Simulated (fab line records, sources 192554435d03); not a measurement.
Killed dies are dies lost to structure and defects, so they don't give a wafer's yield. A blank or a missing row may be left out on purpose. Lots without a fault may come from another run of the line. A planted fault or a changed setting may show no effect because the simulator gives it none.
Problem report in the 8D (eight disciplines) form, filled by code | flow n5_finfet | the parts of the form that need people (team, actions taken, sign-off) are left out

1. THE PROBLEM
M15_ILD_THK at N5_BEOL_M15_THK_MEAS_01 reads a mean of 2903 nm on 3 wafers of 2 lots; wafers without a fault read 1626 nm with a standard deviation of 24. That is +53 standard deviations from the usual mean.
First seen on wafer L229.4, day 16 17:14, on film_metro-01. The record holds 27 wafers of 10 lots with a number at this step. Rule for "out", or "out of limits": more than 4 standard deviations from the usual mean. The other wafers with a number count as sound.

2. WHAT IT IS AND WHAT IT IS NOT
question                    | is                     | is not
which readings at this step | M15_ILD_THK            | -
which lots                  | L229, L234             | L214, L215, L216, L217, L220, L221, L225, L237
which wafers of those lots  | L229.4, L234.3, L234.5 | L229.2, L229.6, L234.2
read on which gauges        | film_metro-01          | film_metro-02
when                        | from day 16 17:14      | up to then (21 sound wafers); but 3 sound wafers of L234, L237 came after

3. SUSPECTS, AND WHAT RULES EACH OUT
Counting: a tool at a process step up to the reading stays a suspect if it ran every lot that is out. Sound lots after the first of them don't rule it out here, since some wafers of a struck lot are sound.
- the gauge at N5_BEOL_M15_THK_MEAS_01: ruled out. All the wafers that are out were read on film_metro-01, but those of them that N5_BEOL_M15_ILD_DEP_00 has rows for are out there too, on other tools.
- cmp-03 at N5_BEOL_M14_CMP_49 (polishes, stops on SiO2, t overpolish 5.2 s, target thk 560 nm): kept. It ran every lot that is out, first L229 (day 16 16:28); its last sound lot up to then is L225 (day 15 05:40).
- pecvd-01 at N5_BEOL_M15_ILD_DEP_00 (deposits SiO2 from TEOS/O2, target thk 1629.3 nm, time 346.1 s): kept. It ran every lot that is out, first L229 (day 16 16:59); its last sound lot up to then is L220 (day 13 08:42). Its own readings are out on those wafers: run_length_s.
- Within pecvd-01 at N5_BEOL_M15_ILD_DEP_00: the wafers that are out ran in chamber 0; their sound lot-mates ran in chambers 1, 2.
Left after counting: cmp-03 at N5_BEOL_M14_CMP_49, pecvd-01 at N5_BEOL_M15_ILD_DEP_00.

4. THE CAUSE (what the simulator had put in)
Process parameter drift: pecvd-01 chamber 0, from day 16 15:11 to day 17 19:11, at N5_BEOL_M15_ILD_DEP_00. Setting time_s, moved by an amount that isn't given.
Counting left 2 suspects, and this tool is among them.

5. THE CHAIN OF EFFECTS, in route order
Each row: a reading whose mean over the struck wafers that have a number lies more than 3 standard deviations from the usual. Only readings for which the record gives a usual standard deviation are gone through. hours: the time from each lot's start at the first step in this table that gives one to its start at this step, as a median over the lots. sigmas: the change in usual standard deviations.
hours | step                    | reading      | usual    | on struck wafers | change | sigmas
0     | N5_BEOL_M15_ILD_DEP_00  | run_length_s | 389.2 s  | 654.9            | +265.7 | +99 or more
0     | N5_BEOL_M15_THK_MEAS_01 | M15_ILD_THK  | 1626 nm  | 2903             | +1277  | +53
1     | N5_BEOL_M15_CD_MEAS_17  | cd_nm        | 361.9 nm | 374.5            | +12.6  | +4.7
The process steps in it:
- N5_BEOL_M15_ILD_DEP_00: deposits SiO2 from TEOS/O2, target thk 1629.3 nm, time 346.1 s.

6. WHAT WOULD HAVE CAUGHT IT SOONER
In this record the first reading out of limits at a measuring or inspecting step was taken at day 16 17:14, 2 hours after the fault began at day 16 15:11.
The tool's own readings at N5_BEOL_M15_ILD_DEP_00 were out on every struck wafer that the step has a row for (run_length_s): an alarm limit on them would have fired on the first of those.
Of the lots that are out (2), L234 began N5_BEOL_M15_ILD_DEP_00 on pecvd-01 after day 16 17:14. A hold on the tool at that time would have spared it.
